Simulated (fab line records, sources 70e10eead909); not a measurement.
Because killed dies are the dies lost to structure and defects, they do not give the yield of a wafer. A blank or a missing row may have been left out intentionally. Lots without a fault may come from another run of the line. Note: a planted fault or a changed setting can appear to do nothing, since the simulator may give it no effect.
Struck lot and sound lot, side by side :: flow nand harc :: 15 out of 1302 route steps
Sound: the wafers L590.3, L590.4, L590.6. Struck: wafer L591.4 (left out: L591.2, L591.5 of the same lot, which were not struck); the cause appears at the end.
Per side, at each step with rows, come the tool, then ch with its chambers, and then its first start. Under that, the readings that differ: sound wafers :: struck wafers :: difference of the means :: sigmas: that difference in standard deviations of wafers without a fault.
alike: words and numbers the same on both sides, and readings whose means are apart by under 2 such deviations; not compared: readings that were withheld, readings missing a value for some wafer, numbers with overlapping values and no deviation given by the record, and bounds like >300 which may hide the same value.
A row with sigmas, a row that says differs or no value, or rows on one side alone: a step with any of these is where the two part. Numbers that don't overlap but have no deviation are shown without sigmas and don't part them. Lack of a reading on every wafer of one side parts them only where that side has two or more wafers.

first, 1 step without rows for these wafers: NHARC_P_GATE_DESCUM_31 (chemistry O2, time 3 s).
NHARC_P_GATE_ETCH_104: etches the open film in CF4/CHF3, target depth 60 nm.
  sound on rie diel-11 ch 1,2,3, day 5 12:54; struck on rie diel-04 ch 1, day 6 01:34
  alike: drypump motor current A, mfc ar sccm, oes product au, rf fwd power W, rf vpp V, showerhead plenum p Torr, throttle valve pct
NHARC_P_GATE_HM_OPEN_105: chemistry O2/COS, target depth 360 nm.
  sound: rie diel-11 ch 0,1; struck: rie diel-04 ch 1
  alike: drypump motor current A, mfc ar sccm, oes product au, rf fwd power W, rf vpp V, showerhead plenum p Torr, throttle valve pct
  not compared: rf hours counter h
then, 2 steps without rows for these wafers: NHARC_P_GATE_STRIP_106 (strips in O2/COS); NHARC_P_GATE_ETCH_114 (etches the open film in CF4/O2, target depth 30 nm, overetch 3 nm, time 16.5 s).
NHARC_P_GATE_ETCH_32: etches the open film in HBr/Cl2, target depth 150 nm, time 100.1 s.
  sound on rie si-03 ch 0,1,3, day 5 13:18; struck on rie si-04 ch 2, day 6 01:56
  alike: drypump motor current A, oes product au, rf fwd power W, throttle valve pct
  not compared: rf hours counter h
NHARC_P_GATE_STRIP_108: strips in O2.
  sound on rie diel-01 ch 1,3, day 5 13:29; struck on rie diel-01 ch 1, day 6 02:05
  alike: drypump motor current A, mfc ar sccm, oes product au, rf vpp V, showerhead plenum p Torr, throttle valve pct
  not compared: rf hours counter h
NHARC_P_GATE_CD_MEAS_33:
  sound: cd sem-03 at day 5 13:40; struck: cd sem-01 at day 6 02:16
  alike: cd nm
then, 4 steps without rows for these wafers: NHARC_P_GATE_STRIP_35 (strips in SPM, time 600 s); NHARC_P_GATE_PRECLEAN_73 (cleans in SC1); NHARC_P_GATE_SRD_74; NHARC_P_GATE_ALD_36 (deposits SiNx, target thk 20 nm, pulse time 60 s, ald cycles 223).
NHARC_P_GATE_ETCHBACK_37: etches the open film in CHF3/O2, target depth 34.5 nm, time 17.2 s.
  sound on rie diel-11 ch 1,2, day 5 23:48; struck on rie diel-11 ch 2, day 6 12:18
reading: oes product au (a.u.)
sound: 0.94 0.93 0.94
struck: 1.01
difference: +0.07
sigmas: +2

reading: run length s (s)
sound: 39.1 38.2 38.9
struck: 49.8
difference: +11.1
sigmas: +24
  alike: drypump motor current A, mfc ar sccm, rf fwd power W, rf vpp V, showerhead plenum p Torr, throttle valve pct
  not compared: rf hours counter h
NHARC_P_GATE_STRIP_101: strips in O2, time 20 s.
  sound on rie diel-11 ch 1,2,3, day 5 23:53; struck on rie diel-11 ch 1, day 6 12:22
  alike: drypump motor current A, mfc ar sccm, oes product au, rf vpp V, showerhead plenum p Torr, throttle valve pct
  not compared: rf hours counter h
-- jump in the record: it breaks off in module P_GATE and resumes in module END (first step shown: number 1302 of the route), and 18 days separate the struck wafers' starts before and after --
NHARC_END_SORT_01:
  sound on prober-01 ch 0, day 24 17:22; struck on prober-02 ch 0, day 24 18:04
reading: killed at periphery
sound: 7 3 4
struck: 621
difference: +616
sigmas: +99 or more

reading: killed dies
sound: 55 34 58
struck: 677
difference: +628
sigmas: +37

reading: killed short
sound: 7 2 4
struck: 0
difference: -4
sigmas: -3
  alike: killed at array, killed at other, killed open

== WHERE THEY PART ==
First at NHARC_P_GATE_ETCHBACK_37; last, within this record, at NHARC_END_SORT_01.

WHY: what the simulator had put in
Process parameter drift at NHARC_P_GATE_ETCHBACK_37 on rie diel-11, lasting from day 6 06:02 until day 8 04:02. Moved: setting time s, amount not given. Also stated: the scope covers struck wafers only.
